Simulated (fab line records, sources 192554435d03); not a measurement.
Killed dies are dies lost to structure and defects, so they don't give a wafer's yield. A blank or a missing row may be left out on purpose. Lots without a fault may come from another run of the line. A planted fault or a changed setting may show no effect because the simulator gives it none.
fab line records | flow n5_finfet
record lots=9 wafers=27 last_day=18
route steps=1938 shown SDB@347 DUMMY_REMOVAL@381 BEOL_M4@1111 PASSIVATION@1936
lots that met no fault: from a run of the same line without faults
start_h: hours from the record's first day to the start of the lot's first wafer shown | wait_h: hours since the lot's step before | " the same as in the row above | L1.1+2: a row that stands for several wafers | - no value, or no start given | * or withheld: withheld | < > ~ a bound
route shown NAME@n: a module of which the file shows steps, and the number in the route of the first | usual: mean/standard deviation of fault-free wafers | same: alike in all rows | chamber/n: place in a boat | sites: the reading at each site | _std_site: their standard deviation | _edge_site: outer sites' mean less inner sites' | radius_mm: how far each site lies from the wafer's centre | mask NAME#n: copy n | behind: the tool/chamber that last shaped the wafer | hold: why the lot was held/for how many hours/how that ended | device: the transistor (n, p or np) that didn't switch | end of line: the same wafers' tests at the end of the route | a step without rows: its recipe alone | killed: dies lost to structure and defects at the first sort, not the wafer's yield | map: a wafer's dies, x killed, . not, _ none there
set.NAME: the setting as run; set.NAME@STEP: as run at that earlier step | model.NAME: the simulator's own value behind a step, which no gauge read
steps of the route over a sample of lots; a table a step, a row a wafer
services: from which hour (start_h, from the record's first day; less than 0 if before it) a tool's chamber was out of use, for how many hours, and why
## steps
# step N5_SDB_HM_DEP_00
# recipe material=SiNx target_thk_a=400 temp_c=400 precursor=SiH4/NH3/N2 pressure_torr=1.5 rf_w=300 time_s=35.3
# usual heater_power_w=728/65 showerhead_plenum_p_Torr=5.14/0.046 showerhead_vpp_V=1113/66 throttle_valve_pct=40.7/2
# columns lot.wafer tool chamber start_h wait_h heater_power_w showerhead_plenum_p_Torr showerhead_vpp_V throttle_valve_pct
L269.2 pecvd-03 0 67.65 0.0 706 5.20 1142 38.5
L269.5 " 1 " " 835 5.17 1061 42.3
L269.6 " 2 " " 788 5.16 1199 40.5
L271.3 pecvd-03 2 77.63 0.0 727 5.16 1218 40.8
L271.5 " 2 " " 719 5.15 1218 40.7
L271.6 " 1 " " 756 5.16 1056 42.1
L274.1 pecvd-03 2 96.91 0.0 795 5.17 1211 40.9
L274.4 " 1 " " 787 5.15 1085 42.1
L274.5 " 0 " " 773 5.21 1160 38.9
L283.2 pecvd-03 2 149.74 0.0 803 5.15 1225 41.1
L283.3 " 0 " " 682 5.19 1144 38.8
L283.6 " 2 " " 783 5.17 1212 40.9
L285.1 pecvd-03 2 160.47 0.0 672 5.17 1201 41.0
L285.2 " 1 " " 781 5.17 1070 42.1
L285.3 " 0 " " 722 5.20 1149 38.7
L287.2 pecvd-03 2 172.61 0.0 745 5.17 1205 41.2
L287.4 " 0 " " 744 5.20 1133 38.8
L287.5 " 2 " " 730 5.16 1216 41.0
L288.2 pecvd-01 1 178.79 0.0 628 5.14 990 44.9
L288.3 " 0 " " 690 5.14 1080 39.9
L288.4 " 1 " " 643 5.15 1007 44.8
L291.2 pecvd-02 1 197.85 0.0 767 5.09 1214 39.3
L291.3 " 2 " " 793 5.10 1141 40.1
L291.5 " 2 " " 826 5.10 1146 40.3
L292.1 pecvd-02 1 204.40 0.0 774 5.08 1200 39.4
L292.4 " 1 " " 787 5.11 1181 39.2
L292.5 " 2 " " 802 5.09 1138 40.4
# step N5_SDB_INSPECT_13
# recipe mode=adi inspect_instrument=brightfield
# usual raw_defect_count=82/33
# columns lot.wafer tool chamber start_h wait_h raw_defect_count
L269.2 defect_inspect-02 - 68.16 0.0 79
L269.5 " - " " 91
L269.6 " - " " 88
L271.3 defect_inspect-01 - 78.13 0.0 56
L271.5 " - " " 72
L271.6 " - " " 63
L274.1 defect_inspect-02 - 97.35 0.1 63
L274.4 " - " " 41
L274.5 " - " " 64
L283.2 defect_inspect-02 - 150.27 0.0 70
L283.3 " - " " 68
L283.6 " - " " 35
L285.1 defect_inspect-02 - 160.85 0.0 49
L285.2 " - " " 60
L285.3 " - " " 47
L287.2 defect_inspect-02 - 173.12 0.0 61
L287.4 " - " " 54
L287.5 " - " " 57
L288.2 defect_inspect-01 - 179.29 0.0 93
L288.3 " - " " 52
L288.4 " - " " 75
L291.2 defect_inspect-02 - 198.23 0.0 150
L291.3 " - " " 142
L291.5 " - " " 105
L292.1 defect_inspect-02 - 204.79 0.0 95
L292.4 " - " " 165
L292.5 " - " " 116
# step N5_SDB_ETCH_25
# recipe chemistry=C4F6/O2 target=SiO2 target_depth_a=100 time_s=3.3 ion_energy_ev=250 mask_material=SiNx pressure_mtorr=30 source_w=345 bias_w=185 Ar_flow_sccm=300 C4F6_flow_sccm=10 O2_flow_sccm=10
# usual C4F6_flow_sccm=9.999/0.029 drypump_motor_current_A=5.9/0.59 oes_o_777_au=0.77/0.069 oes_product_au=0.76/0.071 rf_vpp_V=661/10 showerhead_plenum_p_Torr=2.82/0.078 throttle_valve_pct=21.12/0.16
# columns lot.wafer tool chamber start_h wait_h C4F6_flow_sccm drypump_motor_current_A oes_o_777_au oes_product_au rf_hours_counter_h rf_vpp_V showerhead_plenum_p_Torr throttle_valve_pct
L269.2 rie_diel-01 2 68.90 0.0 10.014 6.7 0.81 0.80 128 670 2.85 20.96
L269.5 " 1 " " 9.991 5.3 0.77 0.78 - 668 2.83 21.29
L269.6 " 0 " " 9.957 6.2 0.71 0.70 - 653 2.71 20.98
L271.3 rie_diel-05 0 78.73 0.0 9.953 5.3 0.72 0.70 189 676 2.92 21.03
L271.5 " 3 " " 9.981 6.7 0.75 0.75 - 648 2.72 21.27
L271.6 " 0 " " 9.961 5.3 0.71 0.70 - 676 2.92 21.03
L274.1 rie_diel-06 0 98.08 0.1 9.942 6.4 0.78 0.76 134 642 2.74 21.28
L274.4 " 1 " " 9.985 5.8 0.68 0.66 224 662 2.91 21.02
L274.5 " 3 " " 10.015 4.8 0.82 0.79 - 649 2.75 21.03
L283.2 rie_diel-05 3 151.19 0.0 9.976 6.8 0.73 0.72 194 647 2.71 21.31
L283.3 " 1 " " 10.028 6.0 0.89 0.85 55 663 2.78 21.23
L283.6 " 0 " " 10.017 5.3 0.70 0.67 - 677 2.91 21.08
L285.1 rie_diel-01 2 161.78 0.2 9.998 6.7 0.79 0.77 160 668 2.83 21.00
L285.2 " 3 " " 10.003 5.9 0.71 0.69 251 657 2.90 21.12
L285.3 " 1 " " 9.988 5.3 0.74 0.74 168 668 2.82 21.33
L287.2 rie_diel-05 2 173.68 0.0 10.072 5.6 0.77 0.77 136 665 2.87 21.24
L287.4 " 1 " " 9.997 6.0 0.89 0.85 64 662 2.77 21.25
L287.5 " 1 " " 10.020 6.0 0.88 0.85 - 662 2.77 21.25
L288.2 rie_diel-01 3 180.65 0.4 9.952 5.9 0.71 0.68 258 656 2.90 21.10
L288.3 " 2 " " 10.006 6.7 0.78 0.75 168 666 2.83 21.00
L288.4 " 0 " " 10.039 6.2 1.01 1.01 2 662 3.03 20.73
L291.2 rie_diel-05 3 198.85 0.1 10.003 6.7 0.71 0.71 212 645 2.70 21.34
L291.3 " 1 " " 10.007 6.0 0.87 0.83 74 662 2.77 21.26
L291.5 " 0 " " 9.971 5.3 0.69 0.66 - 676 2.90 21.08
L292.1 rie_diel-06 2 205.35 0.0 9.985 5.3 0.80 0.82 76 674 2.75 20.81
L292.4 " 0 " " 10.005 6.4 0.75 0.72 - 643 2.72 21.34
L292.5 " 3 " " 9.976 4.8 0.78 0.76 - 649 2.74 21.07
# step N5_SDB_CMP_30
# recipe stop_on=poly-Si t_overpolish_s=1.54 post_cmp_clean=alkaline_brush down_force_psi=4.1491 platen_rpm=51.796 pad_velocity_m_s=1.0306 target_thk_nm=30
# usual motor_current_A=12.0/1.3 time_to_endpoint_s=17.4/2.8
# columns lot.wafer tool chamber start_h wait_h motor_current_A time_to_endpoint_s
L269.2 cmp-02 2 71.94 1.4 11.3 21.4
L269.6 " 1 " " 9.9 19.2
L269.5 " 2 " " 11.0 21.3
L271.3 cmp-04 2 81.84 1.5 13.2 15.2
L271.5 " 3 " " 14.0 17.5
L271.6 " 0 " " 13.5 17.1
L274.4 cmp-02 0 101.31 1.4 10.7 16.1
L274.1 " 1 " " 11.0 19.3
L274.5 " 1 " " 10.5 18.8
L283.3 cmp-04 1 154.23 1.4 11.4 14.7
L283.2 " 2 " " 13.3 27.4
L283.6 " 0 " " 13.7 31.0
L285.1 cmp-03 2 164.78 1.4 12.9 33.8
L285.3 " 3 " " 14.0 18.5
L285.2 " 0 " " 11.8 17.1
L287.2 cmp-02 0 176.85 1.4 11.8 24.8
L287.4 " 1 " " 10.4 15.0
L287.5 " 0 " " 11.0 28.4
L288.2 cmp-02 0 183.68 1.4 11.7 14.0
L288.4 " 2 " " 10.7 17.5
L288.3 " 3 " " 11.6 16.8
L291.3 cmp-04 0 201.85 1.4 14.3 14.9
L291.2 " 3 " " 13.6 15.9
L291.5 " 0 " " 14.0 17.5
L292.1 cmp-02 0 208.60 1.5 10.8 17.8
L292.4 " 1 " " 10.1 15.4
L292.5 " 3 " " 11.8 18.2
# step N5_DUMMY_REMOVAL_INSPECT_06
# recipe inspect_instrument=brightfield mode=aei
# usual raw_defect_count=13/5.9
# columns lot.wafer tool chamber start_h wait_h raw_defect_count
L269.2 defect_inspect-01 - 72.47 0.0 19
L269.5 " - " " 23
L269.6 " - " " 16
L271.3 defect_inspect-02 - 82.35 0.0 17
L271.5 " - " " 22
L271.6 " - " " 15
L274.1 defect_inspect-01 - 102.05 0.0 13
L274.4 " - " " 15
L274.5 " - " " 11
L283.3 defect_inspect-01 - 154.74 0.0 17
L285.2 defect_inspect-02 - 165.33 0.0 9
L285.3 " - " " 17
L287.4 defect_inspect-02 - 177.52 0.0 17
L288.2 defect_inspect-02 - 184.23 0.0 6
L288.3 " - " " 7
L288.4 " - " " 6
L291.2 defect_inspect-02 - 202.41 0.0 13
L291.3 " - " " 11
L291.5 " - " " 14
L292.1 defect_inspect-02 - 209.07 0.0 10
L292.4 " - " " 15
L292.5 " - " " 11
# step N5_BEOL_M4_RC_MEAS_101
# usual DIBL_N=36.5/2 DIBL_P=36.5/2.3 IOFF_N=0.16/0.036 IOFF_P=0.21/0.037 ION_N=672/12 ION_P=459/7.1 SS_N=71.6/0.73 SS_P=73.4/0.76 VT_N=250/3.3 VT_P=-250.5/2.9
# columns lot.wafer tool chamber start_h wait_h DIBL_N[mV/V] DIBL_P[mV/V] IOFF_N[nA/um] IOFF_P[nA/um] ION_N[uA/um] ION_P[uA/um] SS_N[mV/dec] SS_P[mV/dec] VT_N[mV] VT_P[mV]
L269.2 prober-02 0 182.99 0.2 31.8 34.0 0.12 0.17 671 462 71.2 72.4 252 -250.3
L269.5 " 0 " " 33.0 34.7 0.13 0.17 659 450 70.6 72.4 254 -253.8
L269.6 " 0 " " 34.4 37.4 0.16 0.20 675 461 70.9 73.5 250 -249.8
L271.3 prober-01 0 186.54 0.3 36.6 33.7 0.13 0.17 661 458 71.9 72.1 251 -253.6
L271.5 " 0 " " 36.1 33.6 0.13 0.18 668 455 70.7 72.0 251 -250.0
L271.6 " 0 " " 38.4 36.9 0.17 0.22 687 471 72.0 73.1 245 -247.1
L274.1 prober-01 0 194.93 0.0 32.9 33.3 0.11 0.17 671 465 70.6 72.2 253 -255.8
L274.4 " 0 " " 36.0 36.4 0.15 0.21 682 468 70.7 73.5 249 -247.8
L274.5 " 0 " " 31.2 31.0 0.10 0.14 672 465 69.7 72.0 257 -254.7
L283.3 prober-02 0 257.91 0.3 36.4 35.2 0.14 0.18 649 452 72.4 72.6 254 -252.1
L285.2 prober-02 0 262.85 0.2 37.3 34.9 0.14 0.19 645 444 71.8 72.9 253 -251.0
L285.3 " 0 " " 39.1 38.0 0.19 0.25 681 464 71.4 73.8 249 -246.2
L287.4 prober-02 0 274.59 0.5 35.1 33.6 0.13 0.19 671 464 70.4 72.4 252 -250.6
L288.2 prober-02 0 296.75 0.2 36.0 36.4 0.16 0.20 654 452 72.2 73.7 251 -253.1
L288.3 " 0 " " 32.4 33.5 0.12 0.16 668 463 70.2 72.5 250 -252.6
L288.4 " 0 " " 38.2 40.1 0.22 0.26 693 474 72.2 73.2 244 -248.4
L291.2 prober-01 0 309.41 0.2 38.1 41.2 0.24 0.30 691 474 72.1 73.9 243 -243.0
L291.3 " 0 " " 37.5 39.5 0.21 0.26 684 467 71.8 74.3 248 -246.6
L291.5 " 0 " " 37.7 39.4 0.21 0.26 661 449 72.3 74.0 247 -245.4
L292.1 prober-01 0 332.06 0.0 38.1 40.2 0.19 0.21 671 457 71.6 75.2 249 -250.8
L292.4 " 0 " " 39.1 40.6 0.22 0.23 682 457 72.8 74.2 246 -251.5
L292.5 " 0 " " 38.8 41.3 0.21 0.23 675 456 72.4 74.7 248 -248.9
# step N5_PASSIVATION_PROBE_49
# usual defect_limited_yield=91.4/1.4 killed_at_M0_to_M3=33/11 killed_at_M4_up=13/5.3 killed_at_contacts=13/6.1 killed_at_front_end=40/11 killed_at_other=2.9/2.7 killed_dies=102/17 killed_on_rim=14/4.2 killed_open=68/13 killed_short=32/7.5 sort_bin_5_function=5.1/0.98 sort_bin_6_memory=3.2/0.69 sort_bin_8_speed=0.1/1.1 sort_n_pass=1077/21 sort_yield_pct=91.3/1.7
# same gross_dies=1180 killed_at_back_side=0 sort_bin_4_leakage[%]=0
# columns lot.wafer tool chamber start_h wait_h defect_limited_yield[%] killed_at_M0_to_M3 killed_at_M4_up killed_at_contacts killed_at_front_end killed_at_other killed_dies killed_on_rim killed_open killed_short sort_bin_5_function[%] sort_bin_6_memory[%] sort_bin_8_speed[%] sort_n_pass sort_yield_pct[%]
L283.2 prober-01 - 378.43 0.1 0 30 7 7 1135 1 1180 152 56 19 97.1 2.7 0 0 0
L283.3 prober-01 - 378.48 0.1 90.9 54 4 6 42 1 107 11 67 38 5.6 2.7 0 1073 90.9
L283.6 prober-01 - 378.63 0.3 0 27 4 15 1134 0 1180 152 58 21 96.9 3.0 0 0 0
L285.1 prober-02 - 383.31 0.0 0 24 19 17 1120 0 1180 152 63 31 96.3 3.3 0 0 0
L285.2 prober-02 - 383.36 0.1 89.3 65 15 6 40 0 126 12 78 47 6.9 3.6 0.3 1051 89.1
L285.3 prober-02 - 383.41 0.1 92.1 47 9 9 26 2 93 13 55 37 4.6 3.1 0 1087 92.1
L287.2 prober-02 - 395.53 0.1 0 21 16 8 1130 5 1180 152 68 42 95.5 4.2 0 0 0
L287.4 prober-02 - 395.63 0.2 90.3 22 11 23 58 1 115 12 70 42 5.8 3.4 0 1065 90.3
L287.5 prober-02 - 395.68 0.2 0 20 13 11 1133 3 1180 152 66 37 96.8 3.0 0 0 0
# killed by level:class
L283.2 SDB:area_open=1105 FIN_SAQP:geometric_particle:open=12 BEOL_M0_SAQP:geometric_particle:open=7 MOL_CONTACT_COAG:geometric_particle:open=6 BEOL_M0_SAQP:geometric_particle:short=6 FIN_SAQP:geometric_particle:short=5 BEOL_M2:geometric_particle:open=5 BEOL_M4:geometric_particle:open=5
L283.3 BEOL_M0_SAQP:geometric_particle:open=15 BEOL_M0_SAQP:geometric_particle:short=14 FIN_SAQP:geometric_particle:open=13 BEOL_M2:geometric_particle:open=10 FIN_SAQP:geometric_particle:short=6 MOL_CONTACT_COAG:geometric_particle:open=6 BEOL_M2:geometric_particle:short=6 GATE_CUT:geometric_particle:short=5
L283.6 SDB:area_open=1101 MOL_CONTACT_COAG:geometric_particle:open=11 FIN_SAQP:geometric_particle:open=10 BEOL_M3:geometric_particle:open=10 DUMMY_GATE:geometric_particle:open=6 BEOL_M0_SAQP:geometric_particle:short=5 BEOL_M0_SAQP:geometric_particle:open=5 MOL_CONTACT_COAG:geometric_particle:short=4
L285.1 SDB:area_open=1086 MOL_CONTACT_COAG:geometric_particle:open=13 FIN_SAQP:geometric_particle:short=10 BEOL_M4:geometric_particle:open=9 BEOL_M2:geometric_particle:open=6 STARTING-WAFER:geometric_particle:open=6 FIN_SAQP:geometric_particle:open=4 STI_FIN_REVEAL:geometric_particle:open=4
L285.2 BEOL_M1:geometric_particle:open=16 BEOL_M0_SAQP:geometric_particle:short=12 FIN_SAQP:geometric_particle:short=11 BEOL_M0_SAQP:geometric_particle:open=9 FIN_SAQP:geometric_particle:open=8 BEOL_M0:geometric_particle:open=7 DUMMY_GATE:geometric_particle:open=5 BEOL_M1:geometric_particle:short=5
L285.3 BEOL_M0_SAQP:geometric_particle:open=15 MOL_CONTACT_COAG:geometric_particle:open=9 BEOL_M0_SAQP:geometric_particle:short=8 FIN_SAQP:geometric_particle:short=6 BEOL_M1:geometric_particle:open=6 GATE_CUT:geometric_particle:short=5 BEOL_M3:geometric_particle:open=5 BEOL_M2:geometric_particle:open=4
L287.2 SDB:area_open=1070 FIN_SAQP:geometric_particle:open=14 FIN_SAQP:geometric_particle:short=11 STI_FIN_REVEAL:geometric_particle:open=11 GATE_CUT:geometric_particle:short=9 BEOL_M4:geometric_particle:open=7 MOL_CONTACT_COAG:geometric_particle:open=5 BEOL_M0_SAQP:geometric_particle:open=5
L287.4 FIN_SAQP:geometric_particle:open=23 MOL_CONTACT_COAG:geometric_particle:open=17 FIN_SAQP:geometric_particle:short=12 BEOL_M0_SAQP:geometric_particle:short=7 STI_FIN_REVEAL:geometric_particle:open=5 BEOL_M0_SAQP:geometric_particle:open=5 MOL_CONTACT_COAG:geometric_particle:short=4 ILD0:geometric_particle:short=4
L287.5 SDB:area_open=1077 STI_FIN_REVEAL:geometric_particle:open=14 FIN_SAQP:geometric_particle:short=14 FIN_SAQP:geometric_particle:open=10 MOL_CONTACT_COAG:geometric_particle:open=9 BEOL_M4:geometric_particle:open=9 GATE_CUT:geometric_particle:short=7 BEOL_M1:geometric_particle:open=6
## services
# columns tool chamber start_h hours kind
cmp-03 - 44.48 3.2 repair
rie_diel-01 1 47.72 5.8 repair
pecvd-03 - 48.18 0.8 repair
rie_diel-06 3 48.71 11.7 repair
rie_diel-06 - 52.18 15.6 pm
cmp-03 - 72.54 0.2 repair
cmp-04 - 73.73 4.0 pm
rie_diel-06 1 78.17 4.5 repair
rie_diel-05 - 88.48 0.2 repair
pecvd-02 - 91.39 1.7 repair
cmp-02 - 103.74 4.0 pm
rie_diel-05 2 106.14 16.1 repair
cmp-03 - 115.99 6.2 pm
rie_diel-05 1 116.27 3.7 repair
rie_diel-06 2 128.59 2.3 repair
rie_diel-05 0 156.68 4.6 repair
cmp-02 - 158.53 3.9 repair
rie_diel-06 0 176.57 2.9 repair
cmp-04 - 182.02 4.5 repair
rie_diel-01 3 183.44 7.2 repair
pecvd-03 0 191.30 24.5 repair
pecvd-02 - 192.70 1.1 repair
rie_diel-06 1 199.25 14.5 repair
pecvd-03 - 203.51 6.0 pm
## key
first_sign step=N5_SDB_CMP_30 reading=time_to_endpoint_s direction=up sigmas=4.2 usual=* struck=*
effect step=N5_PASSIVATION_PROBE_49 reading=killed_at_front_end direction=up sigmas=99+ usual=40 struck=1130
more_kills_born_at N5_SDB_HM_OPEN_20@rie_diel-06=2206 N5_SDB_HM_OPEN_20@rie_diel-01=2147 N5_SDB_HM_OPEN_20@rie_diel-05=1086
met_at N5_SDB_HM_DEP_00
struck_lots L283,L285,L287
struck_wafers L283.2,L283.6,L285.1,L287.2,L287.5
later_rows_left_out L283.2,L283.6,L285.1,L287.2,L287.5
not_acting_at N5_SDB_INSPECT_13,N5_SDB_ETCH_25,N5_DUMMY_REMOVAL_INSPECT_06
onset_between 96.91 149.74
fault kind=process_parameter_drift tool=pecvd-03 chamber=2 onset_h=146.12 steps=N5_SDB_HM_DEP_00 channel=time_s offset=* shape=step end_h=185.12 acts_in=* stated=*
# later_rows_left_out: the simulator's readings of these wafers behind a module that went badly wrong aren't trusted and aren't shown, but for the sort
